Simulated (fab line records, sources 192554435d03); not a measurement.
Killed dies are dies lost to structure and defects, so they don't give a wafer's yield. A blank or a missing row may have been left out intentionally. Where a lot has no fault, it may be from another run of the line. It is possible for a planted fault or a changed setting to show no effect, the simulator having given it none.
fab line records	flow n5Finfet
record lots=11	wafers=31	lastDay=19
route steps=1938 shown MOL_CONTACT_COAG@549 PASSIVATION@1936
lots that met no fault: from a run of the same line without faults
startH: start of the lot's first displayed wafer, in hours after the record's first day	waitH: hours from the lot's prior step to this one	" the same as in the row above	L1.1+2: a row that stands for several wafers	- no value, or no start given	* or withheld: withheld	< > ~ a bound
route shown NAME@n: NAME is a module with steps in the file, n the number in the route of the first one	usual: mean/standard deviation taken from wafers without a fault	same: alike in all rows	chamber/n: place in a boat	sites: per-site readings	_std_site: their standard deviation	_edge_site: mean of outer sites minus mean of inner sites	radiusMm: for every site, how far away it sits from the centre of the wafer	mask NAME#n: copy n	behind: the most recent tool/chamber to have shaped the wafer	hold: the reason the lot was held/the length of the hold in hours/how it ended	device: the transistor (n, p or np) that didn't switch	end of line: the same wafers' tests at the end of the route	where a step has no rows: the recipe by itself	killed: at the first sort, the dies lost to defects and structure; wafer yield is something else	map: per-die view of a wafer (x killed, . not killed, _ where there is no die)
set.NAME: the setting that was run; set.NAME@STEP: the one run at that earlier step	model.NAME: the simulator's own value behind a step, which no gauge read
a sample of lots followed through the steps of the route, with each step as a table and each wafer as a row
services: when a tool's chamber went out of use (startH, in hours from the record's first day, below 0 if earlier), for how many hours, and the reason
## steps
# step N5_MOL_CONTACT_COAG_ANNEAL_113
# recipe tempC=400	timeS=300	ambient=H2/N2
# usual annealTempCMax=402.2/0.42	lampPowerPct=2.66/0.22	lamp_zone_6_pct=2.63/0.22	wafer_temp_C_max=401.9/0.51
lot.wafer	tool	chamber	startH	waitH	annealTempCMax	lampPowerPct	lamp_zone_6_pct	wafer_temp_C_max
L824.1	rtpAnneal-01	0	93.13	0.3	401.8	2.79	2.76	402.4
L824.3	"	0	"	"	402.0	2.79	2.76	402.1
L824.5	"	0	"	"	402.1	2.78	2.76	402.1
L828.2	rtpAnneal-01	0	122.18	0.5	401.9	2.78	2.76	402.3
L828.4	"	0	"	"	401.6	2.79	2.76	401.9
L828.6	"	0	"	"	402.0	2.78	2.76	402.3
L829.2	rtpAnneal-02	0	129.15	0.8	402.4	2.27	2.25	401.1
L829.3	"	0	"	"	402.0	2.27	2.25	401.5
L829.5	"	0	"	"	402.5	2.27	2.25	400.7
L830.1	rtpAnneal-01	0	129.50	0.6	402.0	2.79	2.76	402.3
L830.3	"	0	"	"	401.7	2.78	2.76	402.8
L830.5	"	0	"	"	402.0	2.79	2.76	402.0
L832.1	rtpAnneal-02	0	138.11	0.3	402.0	2.27	2.24	401.2
L832.5	"	0	"	"	402.4	2.27	2.25	401.2
L833.2	rtpAnneal-01	0	143.66	0.5	401.6	2.78	2.75	402.1
L833.6	"	0	"	"	401.5	2.79	2.76	403.8
L841.2	rtpAnneal-01	0	198.63	0.5	402.4	2.78	2.76	401.9
L841.5	"	0	"	"	402.1	2.79	2.76	401.7
L841.6	"	0	"	"	402.5	2.79	2.76	402.1
L844.3	rtpAnneal-01	0	211.60	0.7	402.5	2.79	2.76	401.9
L844.5	"	0	"	"	402.4	2.79	2.76	401.4
L844.6	"	0	"	"	401.7	2.79	2.76	403.5
L845.2	rtpAnneal-01	0	218.37	0.5	402.2	2.78	2.76	401.7
L845.5	"	0	"	"	401.9	2.78	2.76	401.7
L845.6	"	0	"	"	401.6	2.79	2.75	402.2
L846.1	rtpAnneal-01	0	224.05	0.3	402.0	2.78	2.76	401.8
L846.2	"	0	"	"	402.2	2.79	2.76	402.7
L846.5	"	0	"	"	402.1	2.79	2.76	402.2
L847.3	rtpAnneal-01	0	235.74	0.6	402.3	2.79	2.76	402.7
L847.4	"	0	"	"	402.4	2.79	2.76	402.0
L847.5	"	0	"	"	402.9	2.79	2.76	401.5
# step N5_MOL_CONTACT_COAG_ALD_131
# recipe material=SiO2	targetThkA=50	tempC=100	aldPrecursorFamily=BDEAS	aldCoReactant=O2-plasma	pulseTimeS=1	coReactantPulseTimeS=1	purgeTimeS=2	coReactantPurgeTimeS=2	aldCycles=35	pressureTorr=2
# usual aldCycles=35/0	heaterPowerW=79/9	precursorPulseHeightRel=1.001/0.018
# same coReactantPulseTimeS=1	purgeTimeS=2
lot.wafer	tool	chamber	startH	waitH	aldCycles	heaterPowerW	precursorPulseHeightRel
L824.1	aldSin-01	0	100.81	0.1	35	83	1.003
L824.3	"	1	"	"	35	92	1.014
L824.5	"	3	"	"	35	66	1.015
L828.2	aldSin-03	1	128.76	0.1	35	74	1.053
L828.4	"	2	"	"	35	85	1.007
L828.6	"	2	"	"	35	84	0.989
L829.2	aldSin-03	2	134.04	0.1	35	85	1.001
L829.3	"	0	"	"	35	84	1.016
L829.5	"	0	"	"	35	83	0.979
L830.1	aldSin-01	1	136.06	0.1	35	92	1.018
L830.3	"	2	"	"	35	89	1.009
L830.5	"	1	"	"	35	93	1.029
L832.1	aldSin-01	0	144.40	0.1	57	83	1.000
L832.5	"	2	"	"	35	88	0.993
L833.2	aldSin-01	1	151.93	0.1	35	94	1.007
L833.6	"	1	"	"	57	93	1.016
L841.2	aldSin-02	0	203.56	0.1	35	74	1.013
L841.5	"	2	"	"	35	81	1.016
L841.6	"	3	"	"	35	74	0.990
L844.3	aldSin-02	1	216.68	0.1	35	68	1.010
L844.5	"	1	"	"	35	69	0.994
L844.6	"	0	"	"	35	76	0.997
L845.2	aldSin-02	0	224.05	0.1	35	75	0.966
L845.5	"	1	"	"	35	69	1.022
L845.6	"	0	"	"	35	77	0.994
L846.1	aldSin-02	2	230.70	0.1	35	80	0.995
L846.2	"	0	"	"	35	74	1.009
L846.5	"	3	"	"	35	75	0.986
L847.3	aldSin-01	3	242.89	0.1	35	65	1.002
L847.4	"	3	"	"	35	65	1.006
L847.5	"	2	"	"	35	88	1.031
# step N5_MOL_CONTACT_COAG_ETCH_91
# recipe chemistry=N2/H2	target=SOC	targetDepthA=600	overetchA=210	maskMaterial=SiARC	tempC=40	timeS=101.2	ionEnergyEv=200	pressureMtorr=30	sourceW=840	biasW=150	n2FlowSccm=200	h2FlowSccm=200
# usual drypumpMotorCurrentA=5.5/0.32	oesProductAu=0.65/0.06	rfVppV=523.9/2.2	showerheadPlenumPTorr=2.54/0.074	tempC=40.02/0.12	throttleValvePct=17.95/0.21
lot.wafer	tool	chamber	startH	waitH	drypumpMotorCurrentA	oesProductAu	rfHoursCounterH	rfVppV	showerheadPlenumPTorr	tempC	throttleValvePct
L824.1	rieDiel-02	3	101.02	0.0	5.1	0.63	155	526.8	2.66	40.15	18.33
L824.3	"	1	"	"	5.2	0.66	118	523.9	2.56	39.90	17.78
L824.5	"	3	"	"	5.1	0.64	-	526.6	2.66	40.08	18.34
L828.2	rieDiel-02	3	128.97	0.0	5.1	0.63	163	528.7	2.66	40.15	18.35
L828.4	"	0	"	"	6.1	0.66	136	520.2	2.44	39.92	17.71
L828.6	"	2	"	"	5.3	0.61	-	520.5	2.41	39.99	18.23
L829.2	rieDiel-01	0	134.25	0.0	5.8	0.70	57	525.3	2.58	40.20	17.89
L829.3	"	2	"	"	5.7	0.67	83	523.8	2.57	40.16	18.00
L829.5	"	0	"	"	5.8	0.71	-	524.8	2.58	40.02	17.87
L830.1	rieDiel-02	3	136.34	0.0	5.1	0.63	166	525.9	2.66	40.03	18.37
L830.3	"	2	"	"	5.3	0.60	189	520.8	2.41	39.98	18.23
L830.5	"	1	"	"	5.2	0.64	-	523.6	2.56	40.24	17.79
L832.1	rieDiel-02	3	144.74	0.0	5.1	0.64	168	526.2	2.66	39.98	18.39
L832.5	"	2	"	"	5.3	0.60	-	521.1	2.41	39.94	18.25
L833.2	rieDiel-06	0	152.15	0.0	5.2	0.60	191	525.6	2.62	39.86	18.05
L833.6	"	0	"	"	5.2	0.61	-	527.3	2.62	39.89	18.04
L841.2	rieDiel-01	1	203.78	0.0	5.7	0.74	35	525.6	2.57	40.00	17.55
L841.5	"	1	"	"	5.8	0.74	-	525.9	2.57	39.81	17.56
L841.6	"	2	"	"	5.7	0.66	-	523.7	2.56	39.97	18.04
L844.3	rieDiel-01	0	216.90	0.0	5.8	0.68	84	522.9	2.57	40.34	17.91
L844.5	"	0	"	"	5.8	0.68	-	525.5	2.57	40.09	17.91
L844.6	"	3	"	"	5.7	0.61	-	524.5	2.52	40.21	18.01
L845.2	rieDiel-01	2	224.26	0.0	5.7	0.65	115	524.0	2.56	39.98	18.06
L845.5	"	0	"	"	5.8	0.68	-	525.2	2.57	40.00	17.91
L845.6	"	1	"	"	5.8	0.74	-	525.0	2.57	40.05	17.58
L846.1	rieDiel-06	0	230.91	0.0	5.2	0.59	225	525.1	2.61	40.17	18.11
L846.2	"	3	"	"	5.9	0.62	189	520.9	2.44	40.01	18.11
L846.5	"	1	"	"	5.2	0.81	-	522.8	2.49	39.67	17.63
L847.3	rieDiel-01	1	243.12	0.0	5.7	0.74	50	525.1	2.57	40.04	17.59
L847.4	"	3	"	"	5.7	0.59	208	523.2	2.51	40.11	18.04
L847.5	"	3	"	"	5.7	0.60	-	522.6	2.51	40.14	18.04
# step N5_MOL_CONTACT_COAG_VIA_ETCH_46
# recipe chemistry=C4F6/O2	targetDepthA=460	overetchA=92	maskMaterial=SOC	target=SiO2	biasW=455	pressureMtorr=10	timeS=40	sourceW=325	Ar_flow_sccm=300	C4F6_flow_sccm=10	O2_flow_sccm=10	ionEnergyEv=575.3	ends=endPoint
# usual C4F6_flow_sccm=10.00/0.033	drypumpMotorCurrentA=5.5/0.33	oesProductAu=0.70/0.064	rfVppV=1586/30	showerheadPlenumPTorr=2.85/0.079	throttleValvePct=41.2/0.31
lot.wafer	tool	chamber	startH	waitH	C4F6_flow_sccm	drypumpMotorCurrentA	oesProductAu	rfHoursCounterH	rfVppV	showerheadPlenumPTorr	throttleValvePct
L824.1	rieDiel-02	3	101.14	0.0	9.97	5.1	0.68	155	1635	2.96	41.7
L824.3	"	1	"	"	10.04	5.3	0.70	118	1566	2.85	41.1
L824.5	"	3	"	"	10.02	5.1	0.69	-	1635	2.96	41.7
L828.2	rieDiel-02	3	129.10	0.0	10.05	5.1	0.68	163	1633	2.95	41.7
L828.4	"	0	"	"	10.01	6.2	0.70	136	1559	2.75	40.5
L828.6	"	2	"	"	10.00	5.3	0.65	-	1626	2.71	41.4
L829.2	rieDiel-01	0	134.37	0.0	10.04	5.8	0.75	57	1602	2.89	41.4
L829.3	"	2	"	"	10.03	5.7	0.72	83	1564	2.86	40.9
L829.5	"	0	"	"	10.09	5.7	0.76	-	1602	2.89	41.4
L830.1	rieDiel-02	3	136.46	0.0	10.05	5.1	0.67	166	1633	2.95	41.7
L830.3	"	2	"	"	9.99	5.3	0.63	189	1626	2.71	41.4
L830.5	"	1	"	"	9.99	5.2	0.69	-	1566	2.85	41.1
L832.1	rieDiel-02	3	144.87	0.0	9.99	5.1	0.68	168	1635	2.95	41.7
L832.5	"	2	"	"	10.01	5.3	0.65	-	1624	2.71	41.4
L833.2	rieDiel-06	0	152.27	0.0	10.05	5.2	0.65	191	1558	2.93	41.4
L833.6	"	0	"	"	10.08	5.2	0.66	-	1558	2.94	41.4
L841.2	rieDiel-01	1	203.90	0.0	10.03	5.8	0.79	35	1617	2.89	40.7
L841.5	"	1	"	"	10.00	5.7	0.80	-	1616	2.89	40.7
L841.6	"	2	"	"	10.01	5.7	0.71	-	1565	2.85	41.0
L844.3	rieDiel-01	0	217.02	0.0	10.02	5.7	0.73	84	1601	2.88	41.4
L844.5	"	0	"	"	10.03	5.7	0.74	-	1599	2.88	41.4
L844.6	"	3	"	"	10.02	5.7	0.65	-	1603	2.82	41.0
L845.2	rieDiel-01	2	225.96	0.0	10.02	5.7	0.70	115	1564	2.85	41.0
L845.5	"	0	"	"	9.93	5.7	0.74	-	1600	2.88	41.4
L845.6	"	1	"	"	9.96	5.7	0.80	-	1617	2.89	40.7
L846.1	rieDiel-06	0	231.03	0.0	10.02	5.2	0.63	225	1557	2.92	41.4
L846.2	"	3	"	"	9.96	5.9	0.65	189	1537	2.73	41.3
L846.5	"	1	"	"	10.04	5.2	0.85	-	1612	2.82	41.6
L847.3	rieDiel-01	1	243.25	0.0	10.04	5.7	0.78	50	1616	2.88	40.7
L847.4	"	3	"	"	9.98	5.7	0.64	208	1601	2.81	41.1
L847.5	"	3	"	"	9.98	5.7	0.64	-	1602	2.81	41.1
# step N5_PASSIVATION_PROBE_49
# usual killed_at_M0_to_M3=35/12	killed_at_M4_up=13/5.8	killedAtContacts=12/5.5	killedAtFrontEnd=36/9.9	killedAtOther=4/3.7	killedDies=101/18	killedOnRim=13/4.1	killedOpen=66/13	killedShort=33/8
# same grossDies=1180	killedAtBackSide=0
lot.wafer	tool	chamber	startH	waitH	killed_at_M0_to_M3	killed_at_M4_up	killedAtContacts	killedAtFrontEnd	killedAtOther	killedDies	killedOnRim	killedOpen	killedShort
L824.1	prober-01	-	270.78	0.0	27	14	14	27	1	83	13	62	21
L824.3	prober-01	-	270.88	0.1	31	17	11	28	5	92	17	68	24
L824.5	prober-01	-	270.98	0.2	26	13	9	32	0	80	12	42	38
L828.2	prober-02	-	308.15	0.1	26	8	7	32	2	75	14	45	29
L828.4	prober-02	-	308.25	0.2	34	12	7	41	1	95	12	53	41
L828.6	prober-02	-	308.35	0.3	29	15	14	36	5	99	13	61	36
L830.1	prober-02	-	325.76	0.0	20	17	7	48	5	97	15	73	17
L830.3	prober-02	-	325.86	0.1	19	10	7	50	10	96	8	73	19
L830.5	prober-02	-	325.96	0.2	29	10	5	58	3	105	13	69	27
L832.1	prober-02	-	330.38	0.0	24	8	1110	36	2	1180	152	59	23
L832.5	prober-02	-	330.58	0.2	37	10	21	24	5	97	9	68	29
L829.2	prober-01	-	330.95	0.1	40	9	22	40	11	122	17	80	42
L829.3	prober-01	-	331.00	0.1	27	11	17	32	3	90	11	60	29
L829.5	prober-01	-	331.10	0.2	49	16	8	42	2	117	15	63	48
L833.2	prober-01	-	332.39	0.1	23	8	12	53	8	104	14	63	40
L833.6	prober-01	-	332.59	0.3	40	11	1065	59	5	1180	152	96	28
L841.2	prober-01	-	380.66	0.1	52	11	11	41	6	121	14	79	40
L841.5	prober-01	-	380.81	0.2	50	17	18	27	7	119	18	85	33
L841.6	prober-01	-	380.86	0.3	60	17	34	26	8	145	16	88	53
L845.2	prober-01	-	417.78	0.1	24	11	5	25	7	72	11	54	18
L845.5	prober-01	-	417.93	0.2	29	17	8	22	1	77	7	55	21
L845.6	prober-01	-	417.98	0.3	48	17	7	37	6	115	17	78	31
L846.1	prober-01	-	428.96	0.0	24	16	12	30	3	85	14	57	27
L846.2	prober-01	-	429.01	0.1	41	16	5	39	11	112	12	75	37
L846.5	prober-01	-	429.16	0.2	42	16	15	44	6	123	9	90	31
L844.3	prober-02	-	429.58	0.1	25	12	8	32	1	78	13	43	32
L844.5	prober-02	-	429.68	0.2	20	7	10	36	7	80	14	52	26
L844.6	prober-02	-	429.73	0.3	38	13	11	39	1	102	9	67	34
L847.3	prober-02	-	448.33	0.1	22	3	9	32	2	68	4	38	28
L847.4	prober-02	-	448.38	0.2	45	10	20	54	2	131	16	93	38
L847.5	prober-02	-	448.43	0.2	39	14	18	32	2	105	16	65	38
# killed by level:class
L824.1 MOL_CONTACT_COAG:geometricParticle:open=13 GATE_CUT:geometricParticle:open=7 BEOL_M4:geometricParticle:open=7 STI_FIN_REVEAL:geometricParticle:open=6 BEOL_M3:geometricParticle:open=6 FIN_SAQP:geometricParticle:short=4 BEOL_M0_SAQP:geometricParticle:short=4 BEOL_M0_SAQP:geometricParticle:open=4
L824.3 BEOL_M0_SAQP:geometricParticle:open=11 MOL_CONTACT_COAG:geometricParticle:open=9 BEOL_M4:geometricParticle:open=8 BEOL_M3:geometricParticle:open=6 FIN_SAQP:geometricParticle:open=5 BEOL_M1:geometricParticle:open=5 STARTING-WAFER:geometricParticle:open=5 FIN_SAQP:geometricParticle:short=4
L824.5 GATE_CUT:geometricParticle:short=8 STI_FIN_REVEAL:geometricParticle:open=7 MOL_CONTACT_COAG:geometricParticle:open=7 BEOL_M0_SAQP:geometricParticle:short=7 BEOL_M4:geometricParticle:open=7 FIN_SAQP:geometricParticle:short=6 BEOL_M0_SAQP:geometricParticle:open=6 BEOL_M0:geometricParticle:open=5
L828.2 GATE_CUT:geometricParticle:short=7 BEOL_M0_SAQP:geometricParticle:open=7 BEOL_M0_SAQP:geometricParticle:short=6 STARTING-WAFER:geometricParticle:short=6 STI_FIN_REVEAL:geometricParticle:open=4 MOL_CONTACT_COAG:geometricParticle:open=4 BEOL_M2:geometricParticle:open=4 BEOL_M3:geometricParticle:open=4
L828.4 FIN_SAQP:geometricParticle:short=11 BEOL_M3:geometricParticle:open=9 BEOL_M0_SAQP:geometricParticle:open=7 STARTING-WAFER:geometricParticle:short=6 BEOL_M0_SAQP:geometricParticle:short=5 FIN_SAQP:geometricParticle:open=4 MOL_CONTACT_COAG:geometricParticle:open=4 BEOL_M2:geometricParticle:open=4
L828.6 MOL_CONTACT_COAG:geometricParticle:open=11 GATE_CUT:geometricParticle:short=9 BEOL_M0_SAQP:geometricParticle:short=8 FIN_SAQP:geometricParticle:open=7 FIN_SAQP:geometricParticle:short=6 STI_FIN_REVEAL:geometricParticle:open=6 BEOL_M2:geometricParticle:open=6 BEOL_M1:geometricParticle:open=4
L830.1 STI_FIN_REVEAL:geometricParticle:open=19 BEOL_M3:geometricParticle:open=10 BEOL_M4:geometricParticle:open=8 HKMG_FIN:areaEtch=7 MOL_CONTACT_COAG:geometricParticle:open=6 DUMMY_GATE:geometricParticle:open=5 FIN_SAQP:geometricParticle:open=4 PASS1_DEP:geometricParticle:open=4
L830.3 STI_FIN_REVEAL:geometricParticle:open=19 DUMMY_GATE:geometricParticle:open=8 BEOL_M0_SAQP:geometricParticle:open=8 MOL_CONTACT_COAG:geometricParticle:open=7 FIN_SAQP:geometricParticle:open=6 BEOL_M3:geometricParticle:open=4 BEOL_M4:geometricParticle:open=4 ILD0:geometricParticle:open=3
L830.5 STI_FIN_REVEAL:geometricParticle:open=16 BEOL_M3:geometricParticle:open=14 HKMG_FIN:areaEtch=9 FIN_SAQP:geometricParticle:short=6 BEOL_M0_SAQP:geometricParticle:open=6 FIN_SAQP:geometricParticle:open=5 MOL_CONTACT_COAG:geometricParticle:open=5 DUMMY_GATE:geometricParticle:open=4
L832.1 MOL_CONTACT_COAG:areaAld=1093 MOL_CONTACT_COAG:geometricParticle:open=14 DUMMY_GATE:geometricParticle:open=6 BEOL_M0_SAQP:geometricParticle:short=6 FIN_SAQP:geometricParticle:open=5 STI_FIN_REVEAL:geometricParticle:open=5 BEOL_M2:geometricParticle:open=5 BEOL_M3:geometricParticle:open=5
L832.5 MOL_CONTACT_COAG:geometricParticle:open=18 BEOL_M2:geometricParticle:open=9 FIN_SAQP:geometricParticle:short=7 BEOL_M0_SAQP:geometricParticle:open=7 BEOL_M3:geometricParticle:open=6 DUMMY_GATE:geometricParticle:open=5 BEOL_M0_SAQP:geometricParticle:short=5 BEOL_M1:geometricParticle:open=5
L829.2 MOL_CONTACT_COAG:geometricParticle:open=17 BEOL_M0_SAQP:geometricParticle:short=10 BEOL_M2:geometricParticle:open=10 FIN_SAQP:geometricParticle:open=8 FIN_SAQP:geometricParticle:short=8 BEOL_M0_SAQP:geometricParticle:open=7 DUMMY_GATE:geometricParticle:open=6 STI_FIN_REVEAL:geometricParticle:open=6
L829.3 MOL_CONTACT_COAG:geometricParticle:open=14 BEOL_M0_SAQP:geometricParticle:open=9 BEOL_M0_SAQP:geometricParticle:short=8 FIN_SAQP:geometricParticle:short=7 STI_FIN_REVEAL:geometricParticle:open=6 BEOL_M4:geometricParticle:open=5 BEOL_M3:geometricParticle:open=5 FIN_SAQP:geometricParticle:open=4
L829.5 BEOL_M0_SAQP:geometricParticle:short=18 BEOL_M0_SAQP:geometricParticle:open=12 FIN_SAQP:geometricParticle:open=8 BEOL_M4:geometricParticle:open=7 FIN_SAQP:geometricParticle:short=6 BEOL_M3:geometricParticle:open=6 BEOL_M3:geometricParticle:short=6 HKMG_FIN:areaEtch=6
L833.2 STI_FIN_REVEAL:geometricParticle:open=13 STI_FIN_REVEAL:geometricParticle:short=10 MOL_CONTACT_COAG:geometricParticle:open=8 BEOL_M0_SAQP:geometricParticle:open=7 FIN_SAQP:geometricParticle:open=5 GATE_CUT:geometricParticle:short=5 BEOL_M1:geometricParticle:open=5 STARTING-WAFER:geometricParticle:short=5
L833.6 MOL_CONTACT_COAG:areaAld=1056 FIN_SAQP:geometricParticle:open=20 BEOL_M3:geometricParticle:open=17 STI_FIN_REVEAL:geometricParticle:open=15 BEOL_M0_SAQP:geometricParticle:open=10 MOL_CONTACT_COAG:geometricParticle:open=8 FIN_SAQP:geometricParticle:short=5 STI_FIN_REVEAL:geometricParticle:short=4
L841.2 BEOL_M3:geometricParticle:open=12 STI_FIN_REVEAL:geometricParticle:open=10 BEOL_M0_SAQP:geometricParticle:open=10 DUMMY_GATE:geometricParticle:open=9 MOL_CONTACT_COAG:geometricParticle:open=8 BEOL_M0_SAQP:geometricParticle:short=8 BEOL_M8:geometricParticle:open=7 BEOL_M2:geometricParticle:open=7
L841.5 MOL_CONTACT_COAG:geometricParticle:open=16 BEOL_M2:geometricParticle:open=13 BEOL_M0_SAQP:geometricParticle:open=12 FIN_SAQP:geometricParticle:open=8 BEOL_M4:geometricParticle:open=8 BEOL_M3:geometricParticle:open=7 BEOL_M1:geometricParticle:short=5 BEOL_M0_SAQP:geometricParticle:short=4
L841.6 MOL_CONTACT_COAG:geometricParticle:open=26 BEOL_M1:geometricParticle:short=14 BEOL_M2:geometricParticle:open=10 GATE_CUT:geometricParticle:short=10 BEOL_M0_SAQP:geometricParticle:open=9 BEOL_M4:geometricParticle:open=9 MOL_CONTACT_COAG:geometricParticle:short=7 BEOL_M0_SAQP:geometricParticle:short=7
L845.2 BEOL_M0:geometricParticle:open=7 BEOL_M4:geometricParticle:open=7 FIN_SAQP:geometricParticle:open=6 STI_FIN_REVEAL:geometricParticle:open=5 BEOL_M0_SAQP:geometricParticle:short=4 BEOL_M1:geometricParticle:open=4 PASS1_CAP:geometricParticle:short=4 STARTING-WAFER:geometricParticle:open=4
L845.5 BEOL_M1:geometricParticle:open=10 BEOL_M3:geometricParticle:open=7 FIN_SAQP:geometricParticle:open=5 MOL_CONTACT_COAG:geometricParticle:open=5 FIN_SAQP:geometricParticle:short=4 BEOL_M4:geometricParticle:open=4 STARTING-WAFER:geometricParticle:open=4 STI_FIN_REVEAL:geometricParticle:open=3
L845.6 FIN_SAQP:geometricParticle:open=13 BEOL_M0_SAQP:geometricParticle:short=13 BEOL_M1:geometricParticle:open=12 BEOL_M4:geometricParticle:open=12 BEOL_M3:geometricParticle:open=7 MOL_CONTACT_COAG:geometricParticle:open=6 BEOL_M0_SAQP:geometricParticle:open=6 FIN_SAQP:geometricParticle:short=5
L846.1 BEOL_M2:geometricParticle:open=9 MOL_CONTACT_COAG:geometricParticle:open=7 BEOL_M4:geometricParticle:open=6 STI_FIN_REVEAL:geometricParticle:open=5 GATE_CUT:geometricParticle:short=5 MOL_CONTACT_COAG:geometricParticle:short=5 STARTING-WAFER:geometricParticle:short=4 FIN_SAQP:geometricParticle:short=3
L846.2 STI_FIN_REVEAL:geometricParticle:open=13 BEOL_M0_SAQP:geometricParticle:short=11 BEOL_M2:geometricParticle:open=11 BEOL_M1:geometricParticle:open=9 BEOL_M4:geometricParticle:open=9 FIN_SAQP:geometricParticle:short=8 PASS1_CAP:geometricParticle:open=6 MOL_CONTACT_COAG:geometricParticle:open=4
L846.5 FIN_SAQP:geometricParticle:open=15 MOL_CONTACT_COAG:geometricParticle:open=11 BEOL_M2:geometricParticle:open=11 BEOL_M1:geometricParticle:open=9 BEOL_M4:geometricParticle:open=7 DUMMY_GATE:geometricParticle:open=6 BEOL_M0_SAQP:geometricParticle:open=6 FIN_SAQP:geometricParticle:short=5
L844.3 MOL_CONTACT_COAG:geometricParticle:open=8 STI_FIN_REVEAL:geometricParticle:open=6 FIN_SAQP:geometricParticle:short=5 BEOL_M0_SAQP:geometricParticle:short=5 BEOL_M0_SAQP:geometricParticle:open=5 FIN_SAQP:geometricParticle:open=4 STI_FIN_REVEAL:geometricParticle:short=3 ILD0:geometricParticle:short=3
L844.5 FIN_SAQP:geometricParticle:open=14 BEOL_M0_SAQP:geometricParticle:open=8 MOL_CONTACT_COAG:geometricParticle:open=7 STARTING-WAFER:geometricParticle:open=6 BEOL_M0_SAQP:geometricParticle:short=5 FIN_SAQP:geometricParticle:short=4 STI_FIN_REVEAL:geometricParticle:open=4 MOL_CONTACT_COAG:geometricParticle:short=3
L844.6 BEOL_M0_SAQP:geometricParticle:short=16 STI_FIN_REVEAL:geometricParticle:open=10 FIN_SAQP:geometricParticle:open=9 BEOL_M0_SAQP:geometricParticle:open=9 FIN_SAQP:geometricParticle:short=8 MOL_CONTACT_COAG:geometricParticle:open=8 BEOL_M4:geometricParticle:open=6 DUMMY_GATE:geometricParticle:open=4
L847.3 MOL_CONTACT_COAG:geometricParticle:open=7 BEOL_M0_SAQP:geometricParticle:open=7 STI_FIN_REVEAL:geometricParticle:open=5 DUMMY_GATE:geometricParticle:open=5 BEOL_M2:geometricParticle:open=5 FIN_SAQP:geometricParticle:short=4 BEOL_M0_SAQP:geometricParticle:short=4 FIN_SAQP:geometricParticle:open=3
L847.4 FIN_SAQP:geometricParticle:short=17 MOL_CONTACT_COAG:geometricParticle:open=16 STI_FIN_REVEAL:geometricParticle:open=12 BEOL_M0_SAQP:geometricParticle:open=12 BEOL_M1:geometricParticle:open=10 FIN_SAQP:geometricParticle:open=9 DUMMY_GATE:geometricParticle:open=8 BEOL_M3:geometricParticle:open=8
L847.5 MOL_CONTACT_COAG:geometricParticle:open=13 BEOL_M3:geometricParticle:open=8 BEOL_M0_SAQP:geometricParticle:short=7 STI_FIN_REVEAL:geometricParticle:open=7 FIN_SAQP:geometricParticle:short=6 BEOL_M2:geometricParticle:open=6 FIN_SAQP:geometricParticle:open=5 MOL_CONTACT_COAG:geometricParticle:short=5
## services
tool	chamber	startH	hours	kind
rieDiel-01	1	72.25	-	clean
rieDiel-01	1	72.25	-	consumableReplace:esc
rieDiel-01	1	72.25	-	consumableReplace:focusRing
rieDiel-01	1	72.25	27.6	scheduledDown
rieDiel-01	1	72.25	27.6	ventCycle
rieDiel-01	2	84.59	4.7	repair
aldSin-03	2	85.31	13.8	repair
aldSin-02	-	85.84	14.0	pm
aldSin-02	0	85.84	14.0	ventCycle
aldSin-02	1	85.84	14.0	ventCycle
aldSin-02	2	85.84	14.0	ventCycle
aldSin-02	3	85.84	14.0	ventCycle
rieDiel-02	0	92.12	4.1	repair
rieDiel-06	3	93.50	2.2	repair
aldSin-02	0	99.84	-	clean
aldSin-02	1	99.84	-	clean
aldSin-02	-	150.28	6.0	pm
rieDiel-02	2	173.19	5.9	repair
rieDiel-06	1	176.21	35.1	repair
aldSin-02	2	176.22	2.9	repair
aldSin-03	-	176.81	14.0	pm
rieDiel-02	-	182.74	0.5	repair
rieDiel-02	2	192.53	6.0	repair
rieDiel-06	2	229.79	1.7	repair
## key
firstSign step=N5_MOL_CONTACT_COAG_ALD_131	reading=aldCycles	direction=up	sigmas=99+	usual=*	struck=*
effect step=N5_PASSIVATION_PROBE_49	reading=killedAtContacts	direction=up	sigmas=99+	usual=12	struck=1088
moreKillsBornAt N5_MOL_CONTACT_COAG_ALD_131@aldSin-01=2149
metAt N5_MOL_CONTACT_COAG_ALD_131
struckLots L832,L833
struckWafers L832.1,L833.6
laterRowsLeftOut L832.1,L833.6
testerLeftOut L832,L833
notActingAt N5_MOL_CONTACT_COAG_ANNEAL_113,N5_MOL_CONTACT_COAG_ETCH_91,N5_MOL_CONTACT_COAG_VIA_ETCH_46
onsetBetween 136.06 144.40
fault kind=processParameterDrift	tool=aldSin-01	chamber=-	onsetH=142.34	steps=N5_MOL_CONTACT_COAG_ALD_131	channel=aldCycles	offset=*	shape=step	endH=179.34	scope=struckWafersOnly	actsIn=*	stated=*
# testerLeftOut: of these lots the tester's yield and bins aren't shown, on N5 and GAA mostly nor the transistor test; their killed dies are dies lost to structure and defects alone, not to doping, threshold or leakage, so they don't give the yield
# laterRowsLeftOut: the simulator's readings of these wafers behind a module that went badly wrong aren't trusted and aren't shown, but for the sort
